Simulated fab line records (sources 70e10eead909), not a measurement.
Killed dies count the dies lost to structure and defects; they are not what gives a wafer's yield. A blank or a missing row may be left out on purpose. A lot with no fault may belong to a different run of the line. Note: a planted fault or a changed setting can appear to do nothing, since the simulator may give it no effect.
Matching of chambers    flow nandHarc    NHARC_A_STAIRCASE_ETCH_169 on rieDiel-11 has 4 sister chambers
The step etches the open film in CH3F/O2, target depth 50 nm, time 107.1 s. 18 wafers are shown with their chamber, then 9 later ones without.

== WAFERS PAIRED WITH THEIR CHAMBERS ==
wafer   chamber  drypumpMotorCurrentA (A)  showerheadPlenumPTorr (Torr)  rfVppV (V)
L074.2  1        6.4                       2.52                          245.8
L074.3  3        6.3                       2.53                          245.4
L074.5  1        6.4                       2.52                          244.7
L077.2  3        6.3                       2.53                          245.6
L077.4  2        5.5                       2.36                          242.9
L077.6  3        6.3                       2.53                          245.7
L082.1  0        5.3                       2.61                          246.9
L082.2  2        5.5                       2.36                          242.5
L082.3  3        6.3                       2.52                          246.4
L082.4  1        6.4                       2.50                          244.8
L082.5  2        5.6                       2.36                          242.8
L082.6  3        6.3                       2.52                          244.3
L088.2  1        6.4                       2.50                          246.0
L088.3  2        5.5                       2.35                          243.8
L088.6  0        5.3                       2.60                          245.4
L089.2  1        6.4                       2.50                          245.0
L089.3  0        5.3                       2.60                          246.7
L089.4  3        6.3                       2.52                          245.1

SIGNATURES (averages over the wafers above)
reading                chamber 0  chamber 1  chamber 2  chamber 3  scatter within a chamber
drypumpMotorCurrentA   5.300      6.400      5.525      6.300      0.0231
showerheadPlenumPTorr  2.6033     2.5080     2.3575     2.5250     0.00742
rfVppV                 246.333    245.260    243.000    245.417    0.662
Rule: a wafer lies at a distance from a chamber equal to the root of the sum of squares, over the readings, of (its reading less the chamber's mean, divided by the reading's scatter). The wafer belongs to the nearest chamber; if the next one is less than 2 further off, it can't be placed. The scatter: take each reading less its chamber's mean, square it, sum over the shown wafers, divide by the number of wafers less the number of chambers, and take the root.

== WAFERS WHOSE CHAMBER IS MISSING ==
wafer   drypumpMotorCurrentA (A)  showerheadPlenumPTorr (Torr)  rfVppV (V)
L094.1  5.5                       2.34                          243.3
L094.3  5.3                       2.60                          247.3
L094.6  6.4                       2.49                          246.0
L096.2  6.3                       2.51                          243.9
L096.4  5.3                       2.59                          246.6
L096.5  6.4                       2.49                          243.5
L097.1  5.5                       2.34                          242.9
L097.3  5.3                       2.59                          246.3
L097.5  5.6                       2.34                          242.2

== WHICH CHAMBER EACH ONE RAN IN ==
wafer   from the rows above      in truth
L094.1  2                        2
L094.3  0                        0
L094.6  1                        1
L096.2  can't be placed: 3 or 1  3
L096.4  0                        0
L096.5  1                        1
L097.1  2                        2
L097.3  0                        0
L097.5  2                        2
8 of 9 placed correctly. From these rows, 1 cannot be placed; in 1 the true chamber is one of the candidates. Number placed wrongly: 0.
